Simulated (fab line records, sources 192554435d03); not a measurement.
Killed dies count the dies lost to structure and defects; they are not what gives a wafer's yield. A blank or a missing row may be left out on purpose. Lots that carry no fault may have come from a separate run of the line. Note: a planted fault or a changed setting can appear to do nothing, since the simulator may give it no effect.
What tool caused it?    flow n5-finfet    12 lots with 36 wafers sampled at 2 steps, on a route of 1938 steps

## WHAT THE GAUGES SHOWED, per wafer
N5_BEOL_M7_RS_MEAS_57: measures by four-point-probe.
lot   measured      on             M7_RS (ohm/sq)
L074  day 9 15:23   film-metro-02  0.289 0.281 0.291
L077  day 9 16:10   film-metro-01  0.280 0.290 0.299
L079  day 10 07:02  film-metro-02  0.286 0.285 0.289
L081  day 10 18:01  film-metro-02  0.289 0.288 0.296
L083  day 11 01:48  film-metro-02  0.292 0.280 0.269
L085  day 11 21:23  film-metro-02  0.298 0.286 0.290
L087  day 13 03:14  film-metro-01  0.297 0.291 0.296
L088  day 13 07:32  film-metro-01  0.296 0.302 0.302
L091  day 13 14:57  film-metro-01  0.286 0.291 0.279
L094  day 14 05:20  film-metro-01  0.279 0.271 0.284
L095  day 14 14:48  film-metro-01  0.284 0.275 0.291
L097  day 15 01:16  film-metro-01  0.275 0.281 0.279

## EACH LOT AND THE TOOL THAT RAN IT (in order: tool; ch and the chambers of the sampled wafers; start)
lot   N5_BEOL_M7_HM_DEP_02
L074  pvd-sputter-03, day 9 08:40
L077  pvd-sputter-03, day 9 11:13
L079  pvd-sputter-02, day 10 00:23
L081  pvd-sputter-02, day 10 13:22
L083  pvd-sputter-03, day 10 19:32
L085  pvd-sputter-03, day 11 15:13
L087  pvd-sputter-02, day 12 21:02
L088  pvd-sputter-02, day 13 01:07
L091  pvd-sputter-02, day 13 09:34
L094  pvd-sputter-03, day 13 23:44
L095  pvd-sputter-02, day 14 07:40
L097  pvd-sputter-03, day 14 19:22
- N5_BEOL_M7_HM_DEP_02: deposits TiN, target thk 20 nm.

## THE ANSWER, worked out from the rows above alone
Rule: usual is defined by the lots themselves. Put in order of their means at a reading, lots are off if they are a third of the lots or fewer, leave a main group of 4 or more, and stand apart from it by a gap of 3 or more times the standard deviation of the main group's means; of several such gaps the widest counts. A main group whose means are all the same, to the digits that the tables above print for the reading, isn't used. Also off: a lot with no number at a reading for which 4 or more lots have one. All remaining lots with rows at the step are treated as sound.
Across all readings shown, no lot is off: no conclusion can be drawn from this.

## WHAT THE SIMULATOR HAD INSERTED
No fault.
